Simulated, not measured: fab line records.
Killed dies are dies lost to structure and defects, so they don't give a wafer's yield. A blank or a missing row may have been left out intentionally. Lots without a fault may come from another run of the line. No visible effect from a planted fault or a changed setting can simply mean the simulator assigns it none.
Matching of chambers | flow n5_finfet | rie_diel-02 running N5_FIN_SAQP_SPACER2_ETCHBACK_29: 4 sister chambers
The step etches SiO2 in CHF3/O2, target depth 12.2 nm, time 6.1 s. 8 wafers are shown with their chamber, then 8 later ones without.

== WAFERS WITH THEIR CHAMBER ==
wafer  | chamber | throttle_valve_pct (%) | drypump_motor_current_A (A)
L076.2 | 1       | 19.01                  | 5.87
L081.1 | 1       | 19.03                  | 5.88
L081.3 | 2       | 18.83                  | 5.39
L084.6 | 2       | 18.82                  | 5.37
L088.1 | 0       | 18.80                  | 5.67
L088.4 | 3       | 19.37                  | 5.56
L088.5 | 0       | 18.79                  | 5.67
L090.3 | 3       | 19.36                  | 5.57

== WAFERS WHOSE CHAMBER IS MISSING ==
wafer  | throttle_valve_pct (%) | drypump_motor_current_A (A)
L090.4 | 19.06                  | 5.87
L090.5 | 19.08                  | 5.87
L093.1 | 19.38                  | 5.55
L093.2 | 18.80                  | 5.65
L093.5 | 19.39                  | 5.55
L094.1 | 19.38                  | 5.57
L094.2 | 18.81                  | 5.58
L094.4 | 19.09                  | 5.86

== WHICH CHAMBER EACH ONE RAN IN ==
wafer  | from the rows above | in truth
L090.4 | 1                   | 1
L090.5 | 1                   | 1
L093.1 | 3                   | 3
L093.2 | 0                   | 0
L093.5 | 3                   | 3
L094.1 | 3                   | 3
L094.2 | 0                   | 0
L094.4 | 1                   | 1
Correct placement for 8 of the 8. Not placeable from these rows: 0. 0 placed wrongly.
How it was worked out, from the rows above alone: a wafer's distance from a chamber is the root of the sum, over the readings, of the square of ((its reading less the chamber's mean) divided by the reading's scatter). If the next closest chamber is less than 2 further off than the closest, the wafer can't be placed; otherwise it belongs to the closest. The mean given for a chamber averages the wafers shown for that chamber. How the scatter is found: for the shown wafers, subtract from each reading the mean of its chamber, square and add these, divide the total by (wafers less chambers), then take the root.
